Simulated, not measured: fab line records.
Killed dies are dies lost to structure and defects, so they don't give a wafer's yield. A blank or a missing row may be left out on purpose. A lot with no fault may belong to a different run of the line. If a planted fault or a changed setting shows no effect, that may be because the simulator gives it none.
fab line records	flow n5Finfet
[record] lots = 7	wafers = 21
route steps=1938 shown MOL_CONTACT_COAG@517 BEOL_M0@715 BEOL_M1@755 BEOL_M2@887 BEOL_M3@937
startH: start of the lot's first displayed wafer, in hours after the record's first day	waitH: how many hours have passed since the lot's step before this one	" same as the row above	L1.1+2: one row covering several wafers at once	- no value, or no start given	* or withheld: withheld	< > ~ a bound
route shown NAME@n: a module of which the file shows steps, and the number in the route of the first	usual: mean/standard deviation of fault-free wafers	same: alike in all rows	chamber/n: place in a boat	sites: readings site by site	_std_site: the standard deviation of these	_edge_site: the outer-site mean with the inner-site mean subtracted	radiusMm: how far each site lies from the wafer's centre	mask NAME#n: copy n	behind: the last tool/chamber to shape the wafer	hold: cause of the lot's hold/its duration in hours/its outcome	device: which transistor (n, p or np) failed to switch	end of line: the route-end tests of the same wafers	where a step has no rows: the recipe by itself	killed: the dies lost at the first sort to structure and to defects; this is not the yield of the wafer	map: the dies of a wafer, with x for killed, . for not killed, _ for no die there
set.NAME: the setting the step ran with; set.NAME@STEP: the setting that earlier step ran with	model.NAME: the simulator's own value behind a step, which no gauge read
lots whose settings were changed on purpose; a table a step, a row a wafer
[[steps]]
[step N5_MOL_CONTACT_COAG_COAT_103]
[recipe] resist = SOC	tempC = 250	timeS = 60	spinRpm = 1500	resistThkNm = 80
lot.wafer	tool	chamber	startH	waitH	set.spinRpm	model.SOC_of_MOL_CONTACT_COAG_COAT_103.thkNm
L075.1	lithoTrack-02	0	91.91	0.0	1500	80.4
L075.4+5	"	0	"	"	1599	77.8
L076.1	lithoTrack-04	0	99.70	0.0	1420	82.4
L076.4	"	0	"	"	1420	82.6
L076.5	"	0	"	"	1420	82.2
L084.1+5	lithoTrack-02	0	150.43	0.0	1570	78.6
L084.4	"	0	"	"	1570	78.8
L091.3+5	lithoTrack-01	0	193.25	0.0	1500	80.2
L091.4	"	0	"	"	1500	80
L094.1+6	lithoTrack-02	0	214.51	0.0	1500	79.8
L094.4	"	0	"	"	1371	83.4
L095.1	lithoTrack-01	0	217.81	0.0	1668	75.8
L095.2+5	"	0	"	"	1668	75.6
L097.1+3	lithoTrack-04	0	226.00	0.0	1350	83.8
L097.2	"	0	"	"	1500	79.4
[step N5_MOL_CONTACT_COAG_COAT_104]
[recipe] resist = SiARC	tempC = 220	timeS = 60	spinRpm = 1500	resistThkNm = 12
[step N5_MOL_CONTACT_COAG_COAT_58]
[recipe] resist = underlayer	tempC = 205	timeS = 60	spinRpm = 1500	resistThkNm = 10
[step N5_MOL_CONTACT_COAG_ETCH_59]
[recipe] chemistry = N2/H2	target = underlayer	targetDepthA = 130	maskMaterial = CAR-EUV	timeS = 10.4	ionEnergyEv = 200	pressureMtorr = 30	sourceW = 840	biasW = 150	n2FlowSccm = 200	h2FlowSccm = 200	ends = cleared
[step N5_MOL_CONTACT_COAG_ETCH_105]
[recipe] chemistry = CF4	target = SiARC	targetDepthA = 156	maskMaterial = CAR-EUV	timeS = 26	ionEnergyEv = 80	pressureMtorr = 40	sourceW = 545	biasW = 36	Ar_flow_sccm = 100	cf4FlowSccm = 100	ends = cleared
[step N5_MOL_CONTACT_COAG_ETCH_106]
[recipe] chemistry = N2/H2	target = SOC	targetDepthA = 800	overetchA = 160	maskMaterial = SiARC	tempC = 40	timeS = 120	ionEnergyEv = 200	pressureMtorr = 30	sourceW = 840	biasW = 150	n2FlowSccm = 200	h2FlowSccm = 200
lot.wafer	tool	chamber	startH	waitH	set.spinRpm@MOL_CONTACT_COAG_COAT_103	model.etch.depthNm
L075.1	rieDiel-02	0	92.59	0.0	1500	80.43
L075.4	"	3	"	"	1599	77.72
L075.5	"	2	"	"	1599	77.77
L076.1	rieDiel-06	1	100.37	0.0	1420	82.39
L076.4	"	3	"	"	1420	82.64
L076.5	"	2	"	"	1420	82.22
L084.1	rieDiel-04	3	151.17	0.0	1570	78.61
L084.4	"	1	"	"	1570	78.84
L084.5	"	1	"	"	1570	78.56
L091.3	rieDiel-02	1	193.72	0.0	1500	80.12
L091.4	"	0	"	"	1500	79.99
L091.5	"	2	"	"	1500	80.14
L094.1	rieDiel-04	2	215.10	0.0	1500	79.89
L094.4	"	1	"	"	1371	83.41
L094.6	"	0	"	"	1500	79.86
L095.1	rieDiel-04	2	218.29	0.0	1668	75.78
L095.2	"	1	"	"	1668	75.57
L095.5	"	3	"	"	1668	75.67
L097.1	rieDiel-04	3	226.95	0.0	1350	83.84
L097.2	"	0	"	"	1500	79.45
L097.3	"	1	"	"	1350	83.9
[step N5_MOL_CONTACT_COAG_STRIP_107]
[recipe] chemistry = N2/H2	tempC = 40	n2FlowSccm = 200	h2FlowSccm = 200	rfFrequencyHz = 6e+07
[step N5_MOL_CONTACT_COAG_STRIP_108]
[recipe] chemistry = N2/H2	tempC = 40	n2FlowSccm = 200	h2FlowSccm = 200	rfFrequencyHz = 6e+07
[step N5_MOL_CONTACT_COAG_CONTACT_ETCH_14]
[recipe] chemistry = C4F6/O2	target = SiO2	targetDepthA = 275	overetchA = 85	maskMaterial = SOC	pressureMtorr = 30	sourceW = 370	biasW = 185	Ar_flow_sccm = 300	C4F6_flow_sccm = 16	O2_flow_sccm = 10	timeS = 20	ionEnergyEv = 259.6
lot.wafer	tool	chamber	startH	waitH	set.spinRpm@MOL_CONTACT_COAG_COAT_103	model.SOC_of_MOL_CONTACT_COAG_COAT_103.thkNm
L075.1	rieDiel-02	0	92.69	0.0	1500	79
L075.4	"	3	"	"	1599	76.2
L075.5	"	2	"	"	1599	76.4
L076.1	rieDiel-06	1	100.47	0.0	1420	81
L076.4	"	3	"	"	1420	81.2
L076.5	"	2	"	"	1420	80.8
L084.1	rieDiel-04	3	151.27	0.0	1570	77.2
L084.4	"	1	"	"	1570	77.4
L084.5	"	1	"	"	1570	77
L091.3+4+5	rieDiel-02	1,0,2	193.82	0.0	1500	78.6
L094.1+6	rieDiel-04	2,0	215.21	0.0	1500	78.4
L094.4	"	1	"	"	1371	82
L095.1+5	rieDiel-04	2,3	218.39	0.0	1668	74.2
L095.2	"	1	"	"	1668	74
L097.1+3	rieDiel-04	3,1	227.05	0.0	1350	82.4
L097.2	"	0	"	"	1500	78
[step N5_MOL_CONTACT_COAG_STRIP_109]
[recipe] chemistry = C4F6/O2	resist = SiARC	rfFrequencyHz = 6e+07
[step N5_MOL_CONTACT_COAG_ETCH_15]
[recipe] chemistry = CH3F/O2	target = SiNx	targetDepthA = 70	maskMaterial = SOC	stopOn = Si:P	overEtchFrac = 0.75	ionEnergyEv = 120	pressureMtorr = 30	sourceW = 395	biasW = 73	Ar_flow_sccm = 150	CH3F_flow_sccm = 30	O2_flow_sccm = 20
lot.wafer	tool	chamber	startH	waitH	set.spinRpm@MOL_CONTACT_COAG_COAT_103	model.SOC_of_MOL_CONTACT_COAG_COAT_103.thkNm
L075.1	rieDiel-02	0	92.72	0.0	1500	75.8
L075.4	"	3	"	"	1599	72.8
L075.5	"	2	"	"	1599	73
L076.1	rieDiel-06	1	100.50	0.0	1420	77.8
L076.4	"	3	"	"	1420	78
L076.5	"	2	"	"	1420	77.4
L084.1+5	rieDiel-04	3,1	151.30	0.0	1570	73.8
L084.4	"	1	"	"	1570	74
L091.3+4	rieDiel-02	1,0	193.85	0.0	1500	75.2
L091.5	"	2	"	"	1500	75.4
L094.1+6	rieDiel-04	2,0	215.24	0.0	1500	75
L094.4	"	1	"	"	1371	78.6
L095.1+2+5	rieDiel-04	2,1,3	218.43	0.0	1668	70.8
L097.1	rieDiel-04	3	227.09	0.0	1350	79
L097.2	"	0	"	"	1500	74.6
L097.3	"	1	"	"	1350	79.2
[step N5_MOL_CONTACT_COAG_ALD_131]
[recipe] material = SiO2	targetThkA = 50	tempC = 100	aldPrecursorFamily = BDEAS	aldCoReactant = O2-plasma	pulseTimeS = 1	coReactantPulseTimeS = 1	purgeTimeS = 2	coReactantPurgeTimeS = 2	aldCycles = 35	pressureTorr = 2
lot.wafer	tool	chamber	startH	waitH	set.aldCycles	model.SiO2_of_MOL_CONTACT_COAG_ALD_131.thkNm
L075.1+5	aldSin-03	2	102.17	0.1	35	5
L075.4	"	3	"	"	31	4.4
L076.1+4	aldSin-04	3	108.42	0.1	35	5
L076.5	"	2	"	"	37	5.4
L084.1+4	aldSin-03	1,0	160.21	0.1	35	5
L084.5	"	3	"	"	37	5.2
L091.3+4+5	aldSin-04	1,1,3	203.55	0.1	35	5
L094.1+4+6	aldSin-02	0,1,0	224.78	1.1	35	5
L095.1	aldSin-04	1	226.89	0.1	35	5
L095.2+5	"	0,3	"	"	36	5.2
L097.1+2+3	aldSin-02	3,2,0	238.37	0.1	35	5
[step N5_BEOL_M0_ETCH_138]
[recipe] chemistry = CH3F/O2	targetDepthA = 120	target = SiCN	timeS = 31.6	ionEnergyEv = 120	pressureMtorr = 30	sourceW = 395	biasW = 75	Ar_flow_sccm = 150	CH3F_flow_sccm = 30	O2_flow_sccm = 20	ends = cleared
[usual] rfVppV = 297.5/1.3
lot.wafer	tool	chamber	startH	waitH	set.biasW	rfVppV
L075.1	rieDiel-06	2	116.78	0.0	64.62	269.0
L075.4	"	0	"	"	64.62	268.9
L075.5	"	3	"	"	75	297.9
L076.1	rieDiel-02	3	123.17	0.0	81.61	317.7
L076.4	"	2	"	"	81.61	314.3
L076.5	"	2	"	"	75	297.7
L084.1	rieDiel-06	3	173.22	0.0	75	296.1
L084.4	"	1	"	"	70.53	287.0
L084.5	"	3	"	"	70.53	286.5
L091.3	rieDiel-04	3	218.06	0.0	75	297.5
L091.4	"	2	"	"	75	297.8
L091.5	"	1	"	"	75	296.0
L094.1	rieDiel-06	0	243.20	0.0	75	297.4
L094.4	"	2	"	"	70.97	286.8
L094.6	"	0	"	"	70.97	286.8
L095.1	rieDiel-04	2	244.13	0.0	66.95	276.5
L095.2	"	1	"	"	66.95	276.5
L095.5	"	3	"	"	75	297.5
L097.1	rieDiel-06	1	254.47	0.0	75	299.2
L097.2	"	2	"	"	86.03	323.1
L097.3	"	0	"	"	86.03	324.0
[step N5_BEOL_M0_ETCH_128]
[recipe] chemistry = CF4/N2	targetDepthA = 120	overetchA = 51	target = SiCN	timeS = 21.4	ionEnergyEv = 150	pressureMtorr = 40	sourceW = 430	biasW = 70	Ar_flow_sccm = 100	cf4FlowSccm = 60	n2FlowSccm = 60
[usual] rfVppV = 382.5/1.7
lot.wafer	tool	chamber	startH	waitH	set.sourceW	rfVppV
L075.1	rieDiel-04	1	121.47	0.0	372.1	400.4
L075.4	"	0	"	"	430	384.2
L075.5	"	2	"	"	430	383.9
L076.1	rieDiel-02	2	124.41	0.0	365.4	404.3
L076.4	"	0	"	"	430	380.0
L076.5	"	3	"	"	430	384.9
L084.1	rieDiel-04	1	174.11	0.0	430	382.6
L084.4	"	0	"	"	498.9	365.6
L084.5	"	1	"	"	430	381.2
L091.3	rieDiel-06	2	219.98	0.1	430	382.0
L091.4	"	0	"	"	430	382.2
L091.5	"	3	"	"	430	381.7
L095.1	rieDiel-06	2	249.92	0.0	430	380.4
L095.2	"	0	"	"	430	382.7
L095.5	"	2	"	"	430	380.9
L094.1	rieDiel-04	2	250.16	0.0	430	383.7
L094.4	"	3	"	"	430	381.4
L094.6	"	3	"	"	430	382.9
L097.1	rieDiel-04	0	254.91	0.0	430	384.0
L097.2	"	3	"	"	430	384.2
L097.3	"	2	"	"	430	384.0
[step N5_BEOL_M1_COAT_61]
[recipe] resist = SOC	tempC = 250	timeS = 60	spinRpm = 1500	resistThkNm = 60
lot.wafer	tool	chamber	startH	waitH	set.spinRpm	model.SOC_of_BEOL_M1_COAT_61.thkNm
L075.1	lithoTrack-01	0	125.02	0.1	1500	60.4
L075.4+5	"	0	"	"	1500	60.2
L076.1	lithoTrack-01	0	128.37	0.1	1500	60
L076.4	"	0	"	"	1500	60.2
L076.5	"	0	"	"	1500	60.4
L084.1+5	lithoTrack-04	0	180.04	0.1	1500	60.2
L084.4	"	0	"	"	1373	62.8
L091.3+4	lithoTrack-03	0	223.46	0.1	1500	60
L091.5	"	0	"	"	1500	59.8
L095.1+5	lithoTrack-01	0	254.10	0.1	1500	60.2
L095.2	"	0	"	"	1500	60.4
L094.1	lithoTrack-01	0	254.84	0.1	1443	61.6
L094.4	"	0	"	"	1443	61.4
L094.6	"	0	"	"	1500	60.2
L097.1	lithoTrack-03	0	260.06	0.1	1500	60
L097.2	"	0	"	"	1661	57
L097.3	"	0	"	"	1500	60.2
[step N5_BEOL_M1_COAT_73]
[recipe] resist = underlayer	tempC = 205	timeS = 60	spinRpm = 1500	resistThkNm = 5
lot.wafer	tool	chamber	startH	waitH	set.tempC
L075.1+4+5	lithoTrack-01	0	-	-	205
L076.1+5	lithoTrack-01	0	-	-	205
L076.4	"	0	"	"	212.5
L084.1+4+5	lithoTrack-04	0	-	-	196.2
L091.3+4+5	lithoTrack-03	0	-	-	205
L095.1	lithoTrack-01	0	-	-	205
L095.2+5	"	0	"	"	201.8
L094.1+4+6	lithoTrack-01	0	-	-	205
L097.1+3	lithoTrack-03	0	-	-	205
L097.2	"	0	"	"	207.8
[step N5_BEOL_M1_COAT_05]
[recipe] resist = CAR-EUV	spinRpm = 1500	resistThkNm = 30
[step N5_BEOL_M1_EBR_07]
[recipe] solvent = PGMEA	ebrWidthMm = 1.5
[step N5_BEOL_M1_ETCH_74]
[recipe] chemistry = N2/H2	target = underlayer	targetDepthA = 65	maskMaterial = CAR-EUV	timeS = 5.2	ionEnergyEv = 200	pressureMtorr = 30	sourceW = 840	biasW = 150	n2FlowSccm = 200	h2FlowSccm = 200	ends = cleared
[step N5_BEOL_M1_ETCH_63]
[recipe] chemistry = CF4	target = SiARC	targetDepthA = 156	maskMaterial = CAR-EUV	timeS = 26	ionEnergyEv = 80	pressureMtorr = 40	sourceW = 545	biasW = 36	Ar_flow_sccm = 100	cf4FlowSccm = 100	ends = cleared
[step N5_BEOL_M1_ETCH_64]
[recipe] chemistry = N2/H2	target = SOC	targetDepthA = 750	overetchA = 150	maskMaterial = SiARC	tempC = 40	timeS = 112.5	ionEnergyEv = 200	pressureMtorr = 30	sourceW = 840	biasW = 150	n2FlowSccm = 200	h2FlowSccm = 200
lot.wafer	tool	chamber	startH	waitH	set.spinRpm@BEOL_M1_COAT_61	model.etch.depthNm
L075.1	rieDiel-05	3	125.52	0.0	1500	60.36
L075.4	"	1	"	"	1500	60.11
L075.5	"	3	"	"	1500	60.23
L076.1	rieDiel-05	1	128.84	0.0	1500	60
L076.4	"	0	"	"	1500	60.15
L076.5	"	1	"	"	1500	60.37
L084.1	rieDiel-05	1	181.03	0.0	1500	60.13
L084.4	"	3	"	"	1373	62.79
L084.5	"	0	"	"	1500	60.11
L091.3	rieDiel-05	1	223.93	0.0	1500	60.04
L091.4	"	3	"	"	1500	60.02
L091.5	"	2	"	"	1500	59.88
L095.1	rieDiel-01	1	254.83	0.0	1500	60.23
L095.2	"	0	"	"	1500	60.33
L095.5	"	2	"	"	1500	60.29
L094.1	rieDiel-01	1	255.36	0.0	1443	61.54
L094.4	"	3	"	"	1443	61.39
L094.6	"	1	"	"	1500	60.21
L097.1	rieDiel-01	3	260.88	0.0	1500	60.04
L097.2	"	1	"	"	1661	57.08
L097.3	"	2	"	"	1500	60.29
[step N5_BEOL_M1_TRENCH_ETCH_37]
[recipe] chemistry = C4F6/O2	targetDepthA = 552.07	target = SiOC	timeS = 29	ionEnergyEv = 250	pressureMtorr = 30	sourceW = 355	biasW = 185	Ar_flow_sccm = 300	C4F6_flow_sccm = 10	O2_flow_sccm = 10
[usual] rfVppV = 664/6.9
lot.wafer	tool	chamber	startH	waitH	set.sourceW	rfVppV	model.etch.depthNm	model.BEOL_M1.featureDepthNm
L075.1	rieDiel-05	1	-	-	355	665	54.95	55
L075.4	"	1	"	"	355	665	54.88	54.8
L075.5	"	3	"	"	355	658	55.3	55.2
L076.1	rieDiel-03	2	-	-	355	665	54.89	54.8
L076.4	"	0	"	"	371.8	645	55.17	55.2
L076.5	"	0	"	"	355	662	54.27	54.2
L084.1	rieDiel-01	1	-	-	355	678	55.53	55.6
L084.4	"	1	"	"	377	656	56.68	56.6
L084.5	"	2	"	"	377	651	57.15	57.2
L091.3	rieDiel-05	1	-	-	355	665	54.91	55
L091.4	"	0	"	"	355	657	54.96	55
L091.5	"	3	"	"	355	657	54.73	54.8
L095.1	rieDiel-01	2	-	-	355	671	55.66	55.6
L095.2	"	3	"	"	355	665	55.71	55.8
L095.5	"	0	"	"	330.4	686	53.29	53.2
L094.1	rieDiel-01	1	-	-	355	679	54.64	54.6
L094.4	"	3	"	"	393.4	632	58.13	58.2
L094.6	"	3	"	"	355	665	56.07	56
L097.1	rieDiel-03	0	-	-	355	660	54.66	54.6
L097.2	"	1	"	"	312.9	717	51.57	51.6
L097.3	"	0	"	"	312.9	705	52.04	52
[step N5_BEOL_M1_ETCH_41]
[recipe] chemistry = CH3F/O2	target = SiCN	targetDepthA = 319	taperDeg = 2	timeS = 57.8	ionEnergyEv = 120	maskMaterial = TiN	pressureMtorr = 30	sourceW = 395	biasW = 75	Ar_flow_sccm = 150	CH3F_flow_sccm = 30	O2_flow_sccm = 20
[step N5_BEOL_M1_STRIP_97]
[recipe] chemistry = N2/H2	timeS = 10	powerW = 450	tempC = 40	pressureMtorr = 20	rfFrequencyHz = 6e+07	biasPowerW = 7	n2FlowSccm = 200	h2FlowSccm = 200
[step N5_BEOL_M1_OCD_MEAS_38]
[usual] trenchDepthNm = 55.2/0.76
lot.wafer	tool	chamber	startH	waitH	set.sourceW@BEOL_M1_TRENCH_ETCH_37	trenchDepthNm
L075.1	ocd-02	-	128.09	-	355	55.3
L075.4	"	-	"	"	355	54.7
L075.5	"	-	"	"	355	56.2
L076.1	ocd-02	-	131.02	-	355	54.9
L076.4	"	-	"	"	371.8	55.1
L076.5	"	-	"	"	355	54.0
L084.1	ocd-02	-	183.88	-	355	55.3
L084.4	"	-	"	"	377	56.6
L084.5	"	-	"	"	377	57.0
L091.3	ocd-01	-	229.12	-	355	55.0
L091.4	"	-	"	"	355	54.9
L091.5	"	-	"	"	355	55.1
L095.1	ocd-02	-	256.89	-	355	56.1
L095.2	"	-	"	"	355	56.0
L095.5	"	-	"	"	330.4	53.0
L094.1	ocd-02	-	260.32	-	355	54.8
L094.4	"	-	"	"	393.4	58.3
L094.6	"	-	"	"	355	56.4
L097.1	ocd-02	-	263.17	-	355	54.7
L097.2	"	-	"	"	312.9	51.7
L097.3	"	-	"	"	312.9	52.1
[step N5_BEOL_M2_VIA_ETCH_34]
[recipe] chemistry = C4F6/O2	targetDepthA = 694	maskMaterial = SOC	pressureMtorr = 15	ionEnergyEv = 250	taperDeg = 4	timeS = 65.9	sourceW = 350	biasW = 170	Ar_flow_sccm = 300	C4F6_flow_sccm = 10	O2_flow_sccm = 10
lot.wafer	tool	chamber	startH	waitH	set.timeS	model.etch.depthNm	model.SOC_of_BEOL_M2_COAT_67.thkNm
L075.1	rieDiel-04	0	140.90	0.0	65.9	70.04	51.8
L075.4	"	2	"	"	76.04	82.09	50.8
L075.5	"	3	"	"	76.04	80.8	50.6
L076.1	rieDiel-04	1	148.02	0.0	65.9	67.75	52
L076.4	"	2	"	"	65.9	70.43	51.8
L076.5	"	3	"	"	65.9	69.31	52
L084.1	rieDiel-02	0	195.27	0.0	65.9	69.37	51.8
L084.4	"	3	"	"	65.9	70.34	51.8
L084.5	"	2	"	"	65.9	69.48	52
L091.3	rieDiel-04	2	239.17	0.0	65.9	71.33	51.6
L091.4	"	3	"	"	65.9	69.9	51.6
L091.5	"	3	"	"	65.9	69.82	51.8
L095.1	rieDiel-02	2	270.80	0.0	65.9	69.82	51.6
L095.2	"	3	"	"	61.65	65.51	52.2
L095.5	"	0	"	"	65.9	70.13	51.4
L094.1	rieDiel-06	1	271.54	0.0	65.9	68.24	52.2
L094.4	"	0	"	"	65.9	69.15	52.2
L094.6	"	3	"	"	75.49	81.13	51
L097.1	rieDiel-02	3	274.66	0.0	65.9	70.18	51.8
L097.2	"	0	"	"	65.9	69.15	51.8
L097.3	"	2	"	"	65.9	69.87	51.6
[step N5_BEOL_M2_TRENCH_ETCH_37]
[recipe] chemistry = C4F6/O2	targetDepthA = 555.55	target = SiOC	timeS = 29.2	ionEnergyEv = 250	pressureMtorr = 30	sourceW = 355	biasW = 185	Ar_flow_sccm = 300	C4F6_flow_sccm = 10	O2_flow_sccm = 10
[usual] rfVppV = 664/6.8
lot.wafer	tool	chamber	startH	waitH	set.sourceW	rfVppV
L075.1	rieDiel-04	0	-	-	317.3	714
L075.4	"	2	"	"	355	665
L075.5	"	3	"	"	317.3	713
L076.1	rieDiel-04	1	-	-	355	658
L076.4	"	2	"	"	322.4	699
L076.5	"	3	"	"	355	672
L084.1	rieDiel-02	0	-	-	355	667
L084.4	"	3	"	"	355	672
L084.5	"	2	"	"	324	691
L091.3	rieDiel-04	2	-	-	355	664
L091.4	"	3	"	"	355	673
L091.5	"	3	"	"	355	673
L095.1	rieDiel-02	2	-	-	355	659
L095.2	"	3	"	"	355	674
L095.5	"	0	"	"	355	666
L094.1	rieDiel-06	1	-	-	324.9	696
L094.4	"	0	"	"	355	659
L094.6	"	3	"	"	324.9	687
L097.1	rieDiel-02	3	-	-	330.2	699
L097.2	"	0	"	"	355	666
L097.3	"	2	"	"	355	659
[step N5_BEOL_M3_COAT_73]
[recipe] resist = underlayer	tempC = 205	timeS = 60	spinRpm = 1500	resistThkNm = 5
lot.wafer	tool	chamber	startH	waitH	set.spinRpm
L075.1+5	lithoTrack-01	0	-	-	1500
L075.4	"	0	"	"	1571
L076.1+4	lithoTrack-04	0	-	-	1587
L076.5	"	0	"	"	1500
L084.1+4	lithoTrack-01	0	-	-	1613
L084.5	"	0	"	"	1500
L091.3+4+5	lithoTrack-02	0	-	-	1500
L095.1+5	lithoTrack-02	0	-	-	1500
L095.2	"	0	"	"	1426
L094.1+4+6	lithoTrack-01	0	-	-	1500
L097.1+2	lithoTrack-04	0	-	-	1591
L097.3	"	0	"	"	1500
[[key]]
[split] step = N5_MOL_CONTACT_COAG_COAT_103	setting = spinRpm	stated = 1500	by = wafer
[response] step = N5_MOL_CONTACT_COAG_COAT_103	reading = model.SOC_of_MOL_CONTACT_COAG_COAT_103.thkNm	change = -0.424	per = 1%	r = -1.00
[response] step = N5_MOL_CONTACT_COAG_ETCH_106	reading = model.etch.depthNm	change = -0.424	per = 1%	r = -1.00
[response] step = N5_MOL_CONTACT_COAG_CONTACT_ETCH_14	reading = model.SOC_of_MOL_CONTACT_COAG_COAT_103.thkNm	change = -0.427	per = 1%	r = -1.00
[response] step = N5_MOL_CONTACT_COAG_ETCH_15	reading = model.SOC_of_MOL_CONTACT_COAG_COAT_103.thkNm	change = -0.437	per = 1%	r = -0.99
[split] step = N5_MOL_CONTACT_COAG_ALD_131	setting = aldCycles	stated = 35	by = wafer
[response] step = N5_MOL_CONTACT_COAG_ALD_131	reading = model.SiO2_of_MOL_CONTACT_COAG_ALD_131.thkNm	change = +0.0532	per = 1%	r = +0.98
[split] step = N5_BEOL_M0_ETCH_138	setting = biasW	stated = 75	by = wafer
[response] step = N5_BEOL_M0_ETCH_138	reading = rfVppV	change = +1.89	per = 1%	r = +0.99
[split] step = N5_BEOL_M0_ETCH_128	setting = sourceW	stated = 430	by = wafer
[response] step = N5_BEOL_M0_ETCH_128	reading = rfVppV	change = -1.22	per = 1%	r = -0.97
[split] step = N5_BEOL_M1_COAT_61	setting = spinRpm	stated = 1500	by = wafer
[response] step = N5_BEOL_M1_COAT_61	reading = model.SOC_of_BEOL_M1_COAT_61.thkNm	change = -0.299	per = 1%	r = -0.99
[response] step = N5_BEOL_M1_ETCH_64	reading = model.etch.depthNm	change = -0.301	per = 1%	r = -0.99
[split] step = N5_BEOL_M1_COAT_73	setting = tempC	stated = 205	by = wafer
response none clear
[split] step = N5_BEOL_M1_TRENCH_ETCH_37	setting = sourceW	stated = 355	by = wafer
[response] step = N5_BEOL_M1_TRENCH_ETCH_37	reading = rfVppV	change = -3.82	per = 1%	r = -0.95
[response] step = N5_BEOL_M1_TRENCH_ETCH_37	reading = model.etch.depthNm	change = +0.251	per = 1%	r = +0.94
[response] step = N5_BEOL_M1_TRENCH_ETCH_37	reading = model.BEOL_M1.featureDepthNm	change = +0.255	per = 1%	r = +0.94
[response] step = N5_BEOL_M1_OCD_MEAS_38	reading = trenchDepthNm	change = +0.262	per = 1%	r = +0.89
[split] step = N5_BEOL_M2_VIA_ETCH_34	setting = timeS	stated = 65.9	by = wafer
[response] step = N5_BEOL_M2_VIA_ETCH_34	reading = model.etch.depthNm	change = +0.786	per = 1%	r = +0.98
[response] step = N5_BEOL_M2_VIA_ETCH_34	reading = model.SOC_of_BEOL_M2_COAT_67.thkNm	change = -0.0794	per = 1%	r = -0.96
[split] step = N5_BEOL_M2_TRENCH_ETCH_37	setting = sourceW	stated = 355	by = wafer
[response] step = N5_BEOL_M2_TRENCH_ETCH_37	reading = rfVppV	change = -3.94	per = 1%	r = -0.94
[split] step = N5_BEOL_M3_COAT_73	setting = spinRpm	stated = 1500	by = wafer
response none in this file
